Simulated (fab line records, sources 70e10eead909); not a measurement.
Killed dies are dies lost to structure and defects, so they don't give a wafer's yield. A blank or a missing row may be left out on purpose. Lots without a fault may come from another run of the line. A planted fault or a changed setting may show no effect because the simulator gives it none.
Which tool did it? | flow nand_harc | 12 lots, 36 wafers sampled, at 1 step of a route of 1302

WHAT THE GAUGES READ, wafer by wafer
NHARC_P_M0_CD_MEAS_16.
lot  | measured     | on        | cd_nm (nm)
L075 | day 6 15:31  | cd_sem-03 | 89.4 89.6 89.9
L077 | day 7 16:30  | cd_sem-01 | 89.9 88.2 89.6
L079 | day 8 05:08  | cd_sem-01 | 87.3 88.0 88.7
L081 | day 9 02:12  | cd_sem-03 | 88.5 89.4 88.5
L084 | day 10 02:14 | cd_sem-02 | 90.3 90.0 89.9
L085 | day 10 13:59 | cd_sem-02 | 87.1 88.2 89.7
L087 | day 12 04:32 | cd_sem-01 | 88.8 90.1 90.0
L089 | day 12 06:35 | cd_sem-02 | 89.1 88.6 88.6
L091 | day 13 05:35 | cd_sem-01 | 90.6 89.8 91.4
L093 | day 13 21:19 | cd_sem-03 | 89.5 90.1 89.8
L095 | day 14 21:02 | cd_sem-01 | 89.2 89.4 88.2
L097 | day 15 13:45 | cd_sem-03 | 88.8 89.1 88.1

WHICH TOOL RAN EACH LOT (tool, then ch and the chambers of the sampled wafers, then the start)
The record holds no process step before these readings.

THE ANSWER, worked out from the rows above alone
Rule: what is usual is taken from the lots themselves. Put in order of their means at a reading, lots are off if they are a third of the lots or fewer, leave a main group of 4 or more, and stand apart from it by a gap of 3 or more times the standard deviation of the main group's means; of several such gaps the widest counts. A main group whose means are all the same, to the digits that the tables above print for the reading, isn't used. A lot without any number at a reading at which 4 lots or more have one is off too. The other lots that the step has rows for count as sound.
No lot is off at any reading shown: from this, nothing can be told.

WHAT THE SIMULATOR HAD PUT IN
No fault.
